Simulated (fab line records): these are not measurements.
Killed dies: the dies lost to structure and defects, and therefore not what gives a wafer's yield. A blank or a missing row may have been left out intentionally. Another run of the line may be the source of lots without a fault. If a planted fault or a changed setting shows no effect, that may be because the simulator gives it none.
3 desks, one fault	flow n5Finfet	each desk holds nothing but its own numbers, with what lay behind them at the end

## THE DEFECT DESK
What the inspections along the route counted, lot by lot: means of the sampled wafers that have a number. A lot is out of limits, marked OUT, if its mean lies more than 4 standard deviations from the usual mean; the brackets give that distance.
Columns: A = rawDefectCount at N5_BEOL_M7_INSPECT_58, usual 79; B = rawDefectCount at N5_BEOL_M8_INSPECT_13, usual 440
lot	first seen here	A	B
L659	day 11 06:57	85	449
L655	day 11 07:13	60	383
L658	day 11 16:04	64	537
L669	day 14 14:39	84	504
L670	day 14 17:46	44	417
L675	day 15 20:25	96	503
This desk's finding: nothing out of limits on any of the 6 lots.

## TOOL OWNER'S DESK, lithoTrack-03
The tool's own readings at N5_BEOL_M8_COAT_05 (resist thk 90 nm): means of the sampled wafers that have a number, for each lot that ran on this tool. A lot is out of limits, marked OUT, if its mean lies more than 4 standard deviations from the usual mean; the brackets give that distance.
Columns: A = spinSpeedRpm at N5_BEOL_M8_COAT_05, usual 1500.1 rpm
lot	first seen here	A
L659	day 11 07:49	1674.0 (+99 or more) OUT
L655	day 11 10:22	1672.4 (+99 or more) OUT
L669	day 14 16:23	1499.7
L675	day 15 23:04	1502.0
This desk finds L655, L659 out of limits, L659 being first, at day 11 07:49 (spinSpeedRpm at N5_BEOL_M8_COAT_05). L669, L675 stayed within limits.

## AT THE METROLOGY DESK
Means of the sampled wafers that have a number, per lot and without regard to the tool the lot ran on: this is what the gauges read. A lot is out of limits, marked OUT, if its mean lies more than 4 standard deviations from the usual mean; the brackets give that distance.
Columns: A = M7_THK at N5_BEOL_M7_THK_MEAS_53, usual 78.2 nm; B = M7_RS at N5_BEOL_M7_RS_MEAS_57, usual 0.291 ohm/sq; C = M8_ILD_THK at N5_BEOL_M8_THK_MEAS_01, usual 155.1 nm; D = cdNm at N5_BEOL_M8_CD_MEAS_11, usual 38.3 nm; E = M8_OVL at N5_BEOL_M8_OVL_MEAS_12, usual -0.2 nm
lot	first seen here	A	B	C	D	E
L659	day 11 06:47	79.6	0.287	155.2	38.8	-0.4
L655	day 11 07:04	78.3	0.289	154.9	38.5	-0.3
L658	day 11 15:54	78.3	0.293	152.8	38.7	0.1
L669	day 14 14:30	77.1	0.298	155.2	38.2	0.0
L670	day 14 17:36	78.1	0.295	157.0	38.6	-0.6
L675	day 15 20:16	78.8	0.293	156.3	38.0	0.0
This desk's finding: nothing out of limits on any of the 6 lots.

## TAKEN TOGETHER
An alarm could have come from the tool owner's desk at day 11 07:49, on L655, L659.
No out-of-limits result turned up at the defect desk.
Metrology desk: nothing out of limits seen.
The defect desk has L655, L659 on record, within its limits.
The metrology desk has L655, L659 on record, within its limits.
N5_BEOL_M8_COAT_05 was run on lithoTrack-03 by each of the lots named.

## WHAT HAD BEEN PUT IN BY THE SIMULATOR
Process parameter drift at N5_BEOL_M8_COAT_05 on lithoTrack-03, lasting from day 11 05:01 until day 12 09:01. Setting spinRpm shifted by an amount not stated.
Struck lots among those shown: L655, L659.
How many hours passed from the start of the fault until each desk's first out-of-limits reading: the tool owner's desk, 3.
